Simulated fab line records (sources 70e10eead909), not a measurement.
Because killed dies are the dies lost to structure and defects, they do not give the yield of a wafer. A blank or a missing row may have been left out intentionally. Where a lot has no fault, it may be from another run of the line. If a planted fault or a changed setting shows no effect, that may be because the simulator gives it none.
Struck lot and sound lot, side by side -- flow nand harc -- 15 steps out of a route of 1302
Sound: these wafers, L285.1, L285.4, L285.5. Wafers L286.1, L286.2, L286.6 were the ones struck. The cause comes at the end.
Order at every step that has rows: each side's tool, ch and its chambers, its first start. Under that, the readings that differ: sound wafers -- struck wafers -- difference of the means -- sigmas: that difference in standard deviations of wafers without a fault.
alike: readings whose means differ by less than 2 such deviations, and words and numbers that are the same on both sides. not compared: withheld readings, readings that some wafer has no value for, bounds like >300 that may hide the same value, and numbers for which the record gives no deviation and whose values overlap.
The two part at a step that has a row with sigmas, a row that says differs or no value, or rows on one side only. Numbers that have no deviation but don't overlap get no sigmas and don't part them. A reading that every wafer of one side lacks parts them only if that side has two wafers or more.

NHARC_A_M1_OVL_MEAS_10: pitch 240 nm.
  sound on overlay-01 at day 27 07:56; struck on overlay-01 at day 27 06:17
  alike: overlay x nm, overlay y nm
NHARC_A_M1_INSPECT_11:
  sound on defect inspect-02 at day 27 07:58; struck on defect inspect-02 at day 27 06:19
  alike: raw defect count
NHARC_A_M1_DESCUM_14: chemistry O2, time 3 s.
  sound on rie diel-11 ch 0,3, day 27 08:02; struck on rie diel-06 ch 0,1,3, day 27 06:23
  alike: drypump motor current A, oes product au, rf vpp V, showerhead plenum p Torr, throttle valve pct
  not compared: rf hours counter h
then, 2 steps without rows for these wafers: NHARC_A_M1_ETCH_35 (etches the open film in N2/H2, target depth 40 nm, overetch 12 nm, time 43.94 s); NHARC_A_M1_ETCH_15 (etches the open film in C4F8/Ar, target depth 182.5 nm, time 91.2 s).
NHARC_A_M1_CD_MEAS_16:
  sound on cd sem-01 at day 27 08:20; struck on cd sem-01 at day 27 06:41
reading,sound,struck,difference,sigmas
cd nm (nm),120.9 120.6 120.3,118.9 119.2 119.8,-1.3,-2
NHARC_A_M1_STRIP_18: strips in N2/H2.
  sound on rie diel-11 ch 1,2,3, day 27 08:26; struck on rie diel-13 ch 0,1,2, day 27 06:46
  alike: drypump motor current A, oes product au, rf vpp V, showerhead plenum p Torr, throttle valve pct
  not compared: rf hours counter h
then, 2 steps without rows for these wafers: NHARC_A_M1_ETCH_28 (etches the open film in CF4/N2, target depth 30 nm, time 72.99 s); NHARC_A_M1_STRIP_19 (strips in post etch residue remover, time 600 s).
NHARC_A_M1_DEGAS_29: time 60 s.
  sound on pvd sputter-01 at day 27 09:03; struck on pvd sputter-01 at day 27 07:28
  alike: heater power w
NHARC_A_M1_PRE_CLEAN_30: time 30 s.
  sound on pvd sputter-01; struck on pvd sputter-01
  alike: heater power w
NHARC_A_M1_PVD_20: deposits TaN, target thk 5 nm, time 8.06 s.
  sound on pvd sputter-01; struck on pvd sputter-01
  alike: bias v, cathode dc power W, throttle valve pct
NHARC_A_M1_PVD_21: deposits Cu, target thk 30 nm, time 20.49 s.
  sound on pvd sputter-01 at day 27 09:17; struck on pvd sputter-01 at day 27 07:41
  no value came back on the struck wafers for cathode dc power W (W), chamber pressure pa (Pa), throttle valve pct (%), time s (s); on the sound wafers cathode dc power W (W) reads 4999.2 5001.1 5001.4
then, 1 step without rows for these wafers: NHARC_A_M1_ECD_22 (material Cu, target thk 400 nm).
NHARC_END_SORT_01:
  sound on prober-02 ch 0, day 28 19:52; struck on prober-01 ch 0, day 28 19:52
reading,sound,struck,difference,sigmas
defect limited yield (%),91.6 93.2 93.4,0 0 0,-93,-39
killed at array,51 42 40,675 675 675,+631,+39
killed dies,57 46 45,677 677 677,+628,+39
sort_bin_2_pct (%),3.5 1.8 2.1,97.3 96.2 96.2,+94.1,+94
sort n pass,620 631 632,0 0 0,-628,-39
sort rim yield pct (%),86 84 90,0 0 0,-87,-20
sort yield pct (%),91.6 93.2 93.4,0 0 0,-93,-39
  alike: killed at other, killed at periphery, killed open, killed short, sort_bin_3_pct, sort_bin_4_pct

## WHERE THEY PART
Last at NHARC_END_SORT_01 as far as this record goes, first at NHARC_A_M1_CD_MEAS_16.

WHY: what had been put in by the simulator
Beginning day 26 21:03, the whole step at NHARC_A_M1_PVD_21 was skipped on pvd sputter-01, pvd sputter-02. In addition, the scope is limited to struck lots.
